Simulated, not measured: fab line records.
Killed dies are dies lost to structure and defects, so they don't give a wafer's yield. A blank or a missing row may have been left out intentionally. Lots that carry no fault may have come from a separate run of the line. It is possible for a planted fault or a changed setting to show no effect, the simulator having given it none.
Matching of chambers / flow nand harc / cmp-02 running NHARC_P_CONTACT_CMP_01: 4 sister chambers
The step polishes SiO2, target thk 200 nm. 8 wafers are shown with their chamber, then 8 later ones without.

## EACH WAFER AND ITS CHAMBER
wafer=L079.5; chamber=0; motor current A (A)=12.7; slurry filter dp kPa (kPa)=13.53
wafer=L080.4; chamber=3; motor current A (A)=10.8; slurry filter dp kPa (kPa)=13.33
wafer=L088.3; chamber=1; motor current A (A)=10.9; slurry filter dp kPa (kPa)=13.54
wafer=L088.5; chamber=1; motor current A (A)=10.8; slurry filter dp kPa (kPa)=13.82
wafer=L090.2; chamber=2; motor current A (A)=11.1; slurry filter dp kPa (kPa)=13.47
wafer=L090.5; chamber=0; motor current A (A)=12.5; slurry filter dp kPa (kPa)=13.55
wafer=L090.6; chamber=3; motor current A (A)=10.8; slurry filter dp kPa (kPa)=13.43
wafer=L091.1; chamber=2; motor current A (A)=11.3; slurry filter dp kPa (kPa)=13.53

## WAFERS MISSING THEIR CHAMBER
wafer=L091.2; motor current A (A)=11.0; slurry filter dp kPa (kPa)=13.62
wafer=L091.3; motor current A (A)=10.5; slurry filter dp kPa (kPa)=13.59
wafer=L093.4; motor current A (A)=10.8; slurry filter dp kPa (kPa)=13.43
wafer=L093.5; motor current A (A)=10.8; slurry filter dp kPa (kPa)=13.55
wafer=L093.6; motor current A (A)=10.9; slurry filter dp kPa (kPa)=13.76
wafer=L097.3; motor current A (A)=12.6; slurry filter dp kPa (kPa)=13.53
wafer=L097.4; motor current A (A)=11.3; slurry filter dp kPa (kPa)=13.40
wafer=L097.6; motor current A (A)=12.7; slurry filter dp kPa (kPa)=13.63

## WHICH CHAMBER EACH WENT THROUGH
wafer=L091.2; from the rows above=can't be placed: 1 or 2 or 3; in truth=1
wafer=L091.3; from the rows above=can't be placed: 1 or 3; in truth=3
wafer=L093.4; from the rows above=can't be placed: 3 or 1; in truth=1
wafer=L093.5; from the rows above=can't be placed: 1 or 3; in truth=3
wafer=L093.6; from the rows above=1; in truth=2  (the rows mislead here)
wafer=L097.3; from the rows above=0; in truth=0
wafer=L097.4; from the rows above=2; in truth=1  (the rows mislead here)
wafer=L097.6; from the rows above=0; in truth=0
Correctly placed: 2 of 8. From these rows, 4 cannot be placed; in 4 the true chamber is one of the candidates. Wrongly placed: 2.
How it was worked out, from the rows above alone: a wafer's distance from a chamber is the root of the sum, over the readings, of the square of ((its reading less the chamber's mean) divided by the reading's scatter). If the next closest chamber is less than 2 further off than the closest, the wafer can't be placed; otherwise it belongs to the closest. A chamber's mean is the mean of its shown wafers. The scatter: take each reading less its chamber's mean, square it, sum over the shown wafers, divide by the number of wafers less the number of chambers, and take the root.
